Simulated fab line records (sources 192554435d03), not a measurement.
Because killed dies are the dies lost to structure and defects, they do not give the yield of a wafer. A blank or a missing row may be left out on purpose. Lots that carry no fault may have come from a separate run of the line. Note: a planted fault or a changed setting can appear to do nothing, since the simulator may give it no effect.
A lot that was struck, set against a sound lot | flow n5Finfet | 38 steps out of a route of 1938
Sound: the wafers L511.1, L511.3, L511.4. Struck: wafer L528.6 (L528.1, L528.2, from the same lot, were not struck and are left out); the cause is given at the end.
Each step with rows lists, per side, the tool, then ch with its chambers, then its first start. Under that, the readings that differ: sound wafers | struck wafers | difference of the means | sigmas: that difference in standard deviations of wafers without a fault.
alike: readings whose means differ by less than 2 such deviations, and words and numbers that are the same on both sides. not compared: withheld readings, readings that some wafer has no value for, bounds like >300 that may hide the same value, and numbers for which the record gives no deviation and whose values overlap.
The two part at a step that has a row with sigmas, a row that says differs or no value, or rows on one side only. When numbers do not overlap yet have no deviation, they are printed without sigmas and do not part them. A reading missing from all wafers of one side parts the sides only when that side holds two or more wafers.

first, 9 steps without rows for these wafers: N5_BEOL_M4_ANNEAL_95 (time 240 s); N5_BEOL_M4_SPUTTER_96 (material Cu, target thk 4.5 nm, time 8.29 s); N5_BEOL_M4_ECD_50 (material Cu, target thk 300 nm); N5_BEOL_M4_ANNEAL_51 (time 90 s); N5_BEOL_M4_CMP_52 (polishes, stops on SiOC, t overpolish 6.8 s, target thk 40 nm); N5_BEOL_M4_PRE_CLEAN_60 (time 15 s); N5_BEOL_M4_CO_CAP_55 (material Co, precursor CCTBA/H2, target thk 2 nm, time 102.1 s); N5_BEOL_M4_PRE_CLEAN_56 (time 15 s); N5_BEOL_M4_DEP_57 (deposits SiCN from 3MS/NH3, target thk 8 nm, time 14 s).
N5_BEOL_M4_RC_MEAS_101:
  sound on prober-02 ch 0, day 9 03:03; struck on prober-01 ch 0, day 13 08:56
  alike: DIBL_N, DIBL_P, IOFF_N, IOFF_P, ION_N, ION_P, SS_N, SS_P, VT_N, VT_P
then, 24 steps without rows for these wafers: N5_BEOL_M5_ILD_DEP_00 (deposits SiCOH lowk from DEMS/porogen, target thk 140.64 nm, time 25.9 s); N5_BEOL_M5_CURE_79 (cures SiCOH lowk, time 240 s); N5_BEOL_M5_PECVD_70 (deposits SiO2 from TEOS/O2, target thk 16 nm, time 18 s); N5_BEOL_M5_HM_DEP_02 (deposits TiN, target thk 20 nm); N5_BEOL_M5_COAT_59 (time 60 s, resist thk 60 nm); N5_BEOL_M5_COAT_60 (time 60 s, resist thk 12 nm); N5_BEOL_M5_COAT_71 (time 60 s, resist thk 5 nm); N5_BEOL_M5_COAT_05 (resist thk 30 nm); N5_BEOL_M5_EBR_07; N5_BEOL_M5_SOFTBAKE_06 (time 60 s); N5_BEOL_M5_EXPOSE_08 (exposes mask M5, target cd 28 nm); N5_BEOL_M5_PEB_09 (peb time 60 s); N5_BEOL_M5_DEVELOP_10 (develop time 30 s); N5_BEOL_M5_DESCUM_16 (chemistry O2, time 7 s); N5_BEOL_M5_ETCH_72 (etches underlayer in N2/H2, target depth 6.5 nm, time 5.2 s); N5_BEOL_M5_ETCH_61 (etches SiARC in CF4, target depth 15.6 nm, time 26 s); N5_BEOL_M5_ETCH_62 (etches SOC in N2/H2, target depth 75 nm, overetch 15 nm, time 112.5 s); N5_BEOL_M5_STRIP_63 (strips in N2/H2); N5_BEOL_M5_STRIP_73 (strips in N2/H2); N5_BEOL_M5_STRIP_64 (strips in CF4); N5_BEOL_M5_HM_OPEN_17 (chemistry Cl2/BCl3, target TiN, target depth 20 nm, overetch 6 nm); N5_BEOL_M5_STRIP_19 (strips in O2); N5_BEOL_M5_COAT_65 (time 60 s, resist thk 60 nm); N5_BEOL_M5_COAT_66 (time 60 s, resist thk 12 nm).
-- a jump in the record: the struck wafers' starts before and after are 4 days apart (it breaks off in module BEOL_M5 and resumes in module PASSIVATION, where the first step shown is number 1910 of the route) --
N5_PASSIVATION_AL_DEP_21: deposits Al, target thk 2800 nm, time 170 s.
  sound on pvdSputter-03, day 13 05:22; struck on pvdSputter-03, day 17 17:46
reading                                      | sound                | struck | difference | sigmas
substrateTempC (C)                           | 400.18 399.75 400.30 | 400.59 | +0.51      | +2
model.Al_of_PASSIVATION_AL_DEP_21.thkNm (nm) | 2756 2753 2735       | 3842   | +1094      | 
  alike: throttleValvePct
N5_PASSIVATION_ETCH_59: etches TaN in Cl2/BCl3, target depth 65 nm, time 34.9 s.
  sound on rieMetal-02 ch 0,1, day 13 06:32; struck on rieMetal-02 ch 1, day 17 18:55
reading              | sound          | struck | difference | sigmas
oesProductAu (a.u.)  | 0.76 0.83 0.75 | 0.19   | -0.59      | -10
throttleValvePct (%) | 21.2 21.0 21.2 | 22.5   | +1.4       | +4
  alike: drypumpMotorCurrentA
  not compared: rfHoursCounterH
N5_PASSIVATION_STRIP_52: strips in post etch residue remover, time 1200 s.
  sound on wetBench-01 ch 0,5,6, day 13 09:01; struck on wetBench-01 ch 0, day 17 21:34
reading                                      | sound          | struck | difference | sigmas
model.Al_of_PASSIVATION_AL_DEP_21.thkNm (nm) | 2740 2738 2720 | 3827   | +1094      | 
N5_PASSIVATION_PROBE_49:
  sound on prober-02, day 13 11:26; struck on prober-01, day 18 00:23
reading                 | sound          | struck | difference | sigmas
defectLimitedYield (%)  | 90.1 92.8 91.0 | 0      | -91        | -65
killedAtOther           | 2 2 3          | 1093   | +1091      | +99 or more
killedDies              | 117 85 106     | 1180   | +1077      | +63
killedOnRim             | 14 7 15        | 152    | +140       | +35
sort_bin_5_function (%) | 6.0 4.8 5.3    | 97.1   | +91.7      | +97
sortNPass               | 1063 1095 1074 | 0      | -1077      | -63
sortYieldPct (%)        | 90.1 92.8 91.0 | 0      | -91        | -61
  alike: killed_at_M0_to_M3, killed_at_M4_up, killedAtContacts, killedAtFrontEnd, killedOpen, killedShort, sort_bin_6_memory

== WHERE THEY PART ==
At N5_PASSIVATION_AL_DEP_21 first; at N5_PASSIVATION_PROBE_49 last (within this record only).

WHY: the cause the simulator had injected
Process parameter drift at N5_PASSIVATION_AL_DEP_21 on pvdSputter-03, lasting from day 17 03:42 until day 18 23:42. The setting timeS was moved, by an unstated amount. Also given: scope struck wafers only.
